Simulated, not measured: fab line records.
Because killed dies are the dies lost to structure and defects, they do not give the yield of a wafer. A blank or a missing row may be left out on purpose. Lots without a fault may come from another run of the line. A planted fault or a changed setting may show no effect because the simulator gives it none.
fab line records | flow n5-finfet
[record] lots = 3 wafers = 9 last-day = 18
route steps=1938 shown BEOL_M4@1103 BEOL_M5@1112 PASSIVATION@1936
lots that met no fault: taken from a fault-free run of the same line
start-h: hours from the record's first day to the start of the lot's first wafer shown | wait-h: time in hours since the lot's previous step | " as in the row above | L1.1+2: a single row standing in for several wafers | - no value, or no start given | * or withheld: withheld | < > ~ a bound
route shown NAME@n: names a module that has steps shown in the file, with the first one's number in the route | usual: the fault-free wafers' mean and standard deviation | same: alike in all rows | chamber/n: place in a boat | sites: per-site readings | _std_site: their standard deviation | _edge_site: mean of outer sites minus mean of inner sites | radius-mm: how far each site lies from the wafer's centre | mask NAME#n: copy n | behind: the most recent tool/chamber to have shaped the wafer | hold: reason for holding the lot/hours on hold/outcome of the hold | device: whichever transistor did not switch (one of n, p or np) | end of line: the tests these same wafers got at the end of their route | a step with no rows: only its recipe | killed: not the wafer's yield, but the dies lost to structure and defects at the first sort | map: per-die view of a wafer (x killed, . not killed, _ where there is no die)
set.NAME: the setting as run; set.NAME@STEP: as run at that earlier step | model.NAME: the simulator's own value behind a step, which no gauge read
a table for each step, a row for each wafer; lots at some steps of the route
services: when a tool's chamber went out of use (start-h, in hours from the record's first day, below 0 if earlier), for how many hours, and the reason
[[steps]]
[step N5_BEOL_M4_CMP_52]
[recipe] stop-on = SiOC t-overpolish-s = 6.8 down-force-psi = 1 platen-rpm = 50 clearing-platen-down-force-psi = 1.5 clearing-platen-rpm = 50 post-cmp-clean = cu-alkaline target-thk-nm = 40 clearing-platen-pad-velocity-m-s = 0.99484 pad-velocity-m-s = 0.99484
[step N5_BEOL_M4_PRE_CLEAN_60]
[recipe] gas = NH3/H2 time-s = 15 temp-c = * rf-power-w = 300
[step N5_BEOL_M4_CO_CAP_55]
[recipe] material = Co target-thk-a = 20 temp-c = 200 precursor = CCTBA/H2 pressure-torr = 30 time-s = 102.1
[step N5_BEOL_M4_PRE_CLEAN_56]
[recipe] gas = NH3 time-s = 15 temp-c = withheld rf-power-w = 300
[step N5_BEOL_M4_DEP_57]
[recipe] material = SiCN target-thk-a = 80 temp-c = withheld precursor = 3MS/NH3 pressure-torr = 3 rf-w = 202 time-s = 14
[step N5_BEOL_M5_ILD_DEP_00]
[recipe] material = SiCOH_lowk target-thk-a = 1406.4 temp-c = 300 precursor = DEMS/porogen pressure-torr = 5 rf-w = 500 time-s = 25.9
[step N5_BEOL_M5_CURE_79]
[recipe] temp-c = 385 time-s = 240 ambient = He/Ar material = SiCOH_lowk
[step N5_BEOL_M5_PECVD_70]
[recipe] material = SiO2 target-thk-a = 160 temp-c = 400 precursor = TEOS/O2 pressure-torr = 5.5 rf-w = 450 teos-flow-sccm = 53.8 gas = O2 flow-sccm = 3000 time-s = 18
[usual] chamber-pressure-Torr = 5.502/0.011 heater-power-w = 743/93 showerhead-plenum-p-Torr = 8.80/0.074 throttle-valve-pct = 22.5/1.2
// columns lot.wafer tool chamber start-h wait-h chamber-pressure-Torr heater-power-w showerhead-plenum-p-Torr throttle-valve-pct model.SiO2_of_BEOL_M5_PECVD_70.thk-nm
L118.1 pecvd-03 2 238.81 0.0 5.492 772 8.84 19.8 15.8
L118.3 " 1 " " 5.491 663 8.71 23.7 18
L118.6 " 0 " " 5.505 787 8.85 23.7 18.2
L125.3 pecvd-04 0 278.94 0.0 5.490 657 8.76 22.3 16.2
L125.5 " 2 " " 5.492 641 8.71 22.4 16
L125.6 " 1 " " 5.493 701 8.75 22.7 15.8
L130.1 pecvd-03 0 317.31 0.0 5.516 817 8.86 24.0 16
L130.5 " 0 " " 5.504 776 8.91 24.0 16
L130.6 " 2 " " 5.490 776 8.84 20.1 16
[step N5_BEOL_M5_HM_DEP_02]
[recipe] material = TiN target-thk-a = 200 temp-c = 25 chamber-pressure-pa = 0.49996
[step N5_BEOL_M5_COAT_59]
[recipe] resist = SOC temp-c = 250 time-s = 60 spin-rpm = 1500 resist-thk-nm = 60
[step N5_BEOL_M5_COAT_60]
[recipe] resist = SiARC temp-c = 220 time-s = 60 spin-rpm = 1500 resist-thk-nm = 12
[step N5_BEOL_M5_COAT_71]
[recipe] resist = underlayer temp-c = 205 time-s = 60 spin-rpm = 1500 resist-thk-nm = 5
[step N5_BEOL_M5_COAT_05]
[recipe] resist = CAR-EUV spin-rpm = 1500 resist-thk-nm = 30
[step N5_BEOL_M5_EBR_07]
[recipe] solvent = PGMEA ebr-width-mm = 1.5
[step N5_BEOL_M5_SOFTBAKE_06]
[recipe] temp-c = 110 time-s = 60 resist = CAR-EUV
[step N5_BEOL_M5_EXPOSE_08]
[recipe] mask-id = M5 na = 0.33 source-shape = annular sigma-inner = 0.4 sigma-outer = 0.8 polarization = unpolarized target-cd-nm = 28 dose-mj = 35.75
[step N5_BEOL_M5_PEB_09]
[recipe] peb-temp-c = 100 peb-time-s = 60 resist = CAR-EUV
[step N5_BEOL_M5_DEVELOP_10]
[recipe] develop-time-s = 30 developer = TMAH resist = CAR-EUV rinse-liquid = surfactant-rinse dry = air-spin dev-temp-c = 23
[step N5_BEOL_M5_DESCUM_16]
[recipe] chemistry = O2 time-s = 7 source-power-w = 50 bias-power-w = 20 pressure-mtorr = 20 rf-frequency-hz = 2.712e+07 temp-c = 40 resist = CAR-EUV o2-flow-sccm = 225
[step N5_BEOL_M5_ETCH_72]
[recipe] chemistry = N2/H2 target = underlayer target-depth-a = 65 mask-material = CAR-EUV time-s = 5.2 ion-energy-ev = 200 pressure-mtorr = 30 source-w = 840 bias-w = 150 n2-flow-sccm = 200 h2-flow-sccm = 200 ends = cleared
[step N5_BEOL_M5_ETCH_61]
[recipe] chemistry = CF4 target = SiARC target-depth-a = 156 mask-material = CAR-EUV time-s = 26 ion-energy-ev = 80 pressure-mtorr = 40 source-w = 545 bias-w = 36 Ar_flow_sccm = 100 cf4-flow-sccm = 100 ends = cleared
[step N5_BEOL_M5_ETCH_62]
[recipe] chemistry = N2/H2 target = SOC target-depth-a = 750 overetch-a = 150 mask-material = SiARC temp-c = 40 time-s = 112.5 ion-energy-ev = 200 pressure-mtorr = 30 source-w = 840 bias-w = 150 n2-flow-sccm = 200 h2-flow-sccm = 200
[step N5_BEOL_M5_STRIP_63]
[recipe] chemistry = N2/H2 temp-c = 40 n2-flow-sccm = 200 h2-flow-sccm = 200 rf-frequency-hz = 6e+07
[step N5_BEOL_M5_STRIP_73]
[recipe] chemistry = N2/H2 temp-c = 40 n2-flow-sccm = 200 h2-flow-sccm = 200 rf-frequency-hz = 6e+07
[step N5_BEOL_M5_STRIP_64]
[recipe] chemistry = CF4 resist = SiARC power-w = 300 bias-power-w = 75 pressure-mtorr = 50 cf4-flow-sccm = 150 rf-frequency-hz = 6e+07
[step N5_BEOL_M5_HM_OPEN_17]
[recipe] chemistry = Cl2/BCl3 target-depth-a = 200 overetch-a = 60 target = TiN mask-material = SOC ion-energy-ev = 150 pressure-mtorr = 10 icp-w = 1000 bias-w = 126 Cl2_flow_sccm = 53.25 bcl3-flow-sccm = 21.75 Ar_flow_sccm = 25
[step N5_BEOL_M5_STRIP_19]
[recipe] chemistry = O2 power-w = 400 temp-c = 40 pressure-mtorr = 30 rf-frequency-hz = 6e+07 bias-power-w = 0 overash-fraction = 0.2 o2-flow-sccm = 225
[step N5_BEOL_M5_COAT_65]
[recipe] resist = SOC temp-c = 250 time-s = 60 spin-rpm = 1500 resist-thk-nm = 60
[step N5_BEOL_M5_COAT_66]
[recipe] resist = SiARC temp-c = 220 time-s = 60 spin-rpm = 1500 resist-thk-nm = 12
[step N5_BEOL_M5_COAT_74]
[recipe] resist = underlayer temp-c = 205 time-s = 60 spin-rpm = 1500 resist-thk-nm = 5
[step N5_BEOL_M5_COAT_22]
[recipe] resist = CAR-EUV spin-rpm = 1500 resist-thk-nm = 30
[step N5_BEOL_M5_EBR_24]
[recipe] solvent = PGMEA ebr-width-mm = 1.5
[step N5_BEOL_M5_SOFTBAKE_23]
[recipe] temp-c = 110 time-s = 60 resist = CAR-EUV
[step N5_BEOL_M5_HM_STRIP_39]
[recipe] chemistry = peroxide-tin-strip material = TiN target-depth-a = 250 temp-c = 50 time-s = 158
// columns lot.wafer tool chamber start-h wait-h model.SiO2_of_BEOL_M5_PECVD_70.thk-nm
L118.1 wet-bench-05 5 244.77 0.0 15.6
L118.3 " 2 " " 17.8
L118.6 " 4 " " 18
L125.3 wet-bench-01 6 282.80 0.0 16
L125.5 " 4 " " 15.8
L125.6 " 0 " " 15.6
L130.1+6 wet-bench-04 2,5 323.21 0.0 16
L130.5 " 6 " " 15.8
[step N5_BEOL_M5_CMP_52]
[recipe] stop-on = SiCOH_lowk t-overpolish-s = 6.9 down-force-psi = 1 platen-rpm = 50 clearing-platen-down-force-psi = 1.5 clearing-platen-rpm = 50 post-cmp-clean = cu-alkaline target-thk-nm = 62 clearing-platen-pad-velocity-m-s = 0.99484 pad-velocity-m-s = 0.99484
[usual] barrier-field-endpoint-s = 24.4/0.52 edge-zone-pressure-frac = 1.000/0.0053 motor-current-A = 5.8/0.75 slurry-flow-ml-min = 150.0/0.46
// columns lot.wafer tool chamber start-h wait-h barrier-field-endpoint-s edge-zone-pressure-frac motor-current-A slurry-flow-ml-min
L118.1 cmp-04 2 251.31 0.3 24.1 0.998 5.6 150.1
L118.3 " 0 " " 27.8 0.998 5.3 149.6
L118.6 " 1 " " 27.1 1.000 5.6 150.5
L125.3 cmp-03 2 289.79 0.2 24.8 1.008 5.8 149.3
L125.5 " 2 " " 24.7 1.000 6.1 149.6
L125.6 " 3 " " 24.6 1.015 6.2 150.0
L130.1 cmp-04 0 329.35 0.3 24.4 0.999 5.1 149.9
L130.5 " 0 " " 24.2 1.000 5.5 150.5
L130.6 " 1 " " 24.5 1.002 5.7 150.1
[step N5_PASSIVATION_PROBE_49]
[usual] defect-limited-yield = 91.0/1.4 killed_at_M0_to_M3 = 36/10 killed_at_M4_up = 15/5 killed-at-contacts = 12/6.1 killed-at-front-end = 40/13 killed-at-other = 3.8/2.9 killed-dies = 106/16 killed-on-rim = 14/4.1 killed-open = 68/12 killed-short = 35/8.2 sort_bin_5_function = 5.2/0.9 sort_bin_6_memory = 3.4/0.71 sort-n-pass = 1073/17 sort-yield-pct = 91.0/1.5
[same] gross-dies = 1180 killed-at-back-side = 0 sort_bin_4_leakage[%] = 0 sort_bin_8_speed[%] = 0
// columns lot.wafer tool chamber start-h wait-h defect-limited-yield[%] killed_at_M0_to_M3 killed_at_M4_up killed-at-contacts killed-at-front-end killed-at-other killed-dies killed-on-rim killed-open killed-short sort_bin_5_function[%] sort_bin_6_memory[%] sort-n-pass sort-yield-pct[%]
L130.5 prober-02 - 429.17 0.2 89.1 38 15 13 59 4 129 29 88 32 6.9 3.2 1051 89.1
// killed by level:class
L130.5 STI_FIN_REVEAL:geometric-particle:open=20 MOL_CONTACT_COAG:geometric-particle:open=12 BEOL_M2:geometric-particle:open=11 FIN_SAQP:geometric-particle:open=10 FIN_SAQP:geometric-particle:short=9 BEOL_M0_SAQP:geometric-particle:open=8 BEOL_M3:geometric-particle:open=6 STI_FIN_REVEAL:geometric-particle:short=5
[[services]]
// columns tool chamber start-h hours kind
cmp-04 - 220.73 0.5 repair
pecvd-04 1 225.93 2.8 repair
cmp-04 - 227.11 4.6 pm
cmp-04 - 234.31 3.4 repair
pecvd-04 - 238.23 6.0 pm
pecvd-03 2 244.90 10.8 repair
cmp-03 - 245.00 6.5 repair
pecvd-04 0 255.89 2.1 scheduled-down
pecvd-03 - 294.00 0.4 repair
pecvd-04 1 296.83 17.5 repair
cmp-04 - 296.84 0.8 repair
cmp-04 - 315.30 4.0 pm
cmp-04 - 319.30 - consumable-replace:conditioner
cmp-04 - 319.30 - consumable-replace:pad
cmp-03 - 320.48 0.6 repair
[[key]]
[first-sign] step = N5_BEOL_M5_CMP_52 reading = barrier-field-endpoint-s direction = up sigmas = 6 usual = 24.4 struck = 27.4
effect none on later readings
[model-effect] step = N5_BEOL_M5_PECVD_70 value = SiO2_of_BEOL_M5_PECVD_70.thk-nm without = 16 struck = 18.1
[model-effect] step = N5_BEOL_M5_HM_STRIP_39 value = SiO2_of_BEOL_M5_PECVD_70.thk-nm without = 15.8 struck = 17.9
met-at N5_BEOL_M5_PECVD_70
struck-wafers L118.3,L118.6
[fault] kind = process-parameter-drift tool = pecvd-03 chamber = - onset-h = 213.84 steps = N5_BEOL_M5_PECVD_70 channel = time-s offset = * shape = step end-h = 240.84 scope = struck-wafers-only acts-in = * stated = *
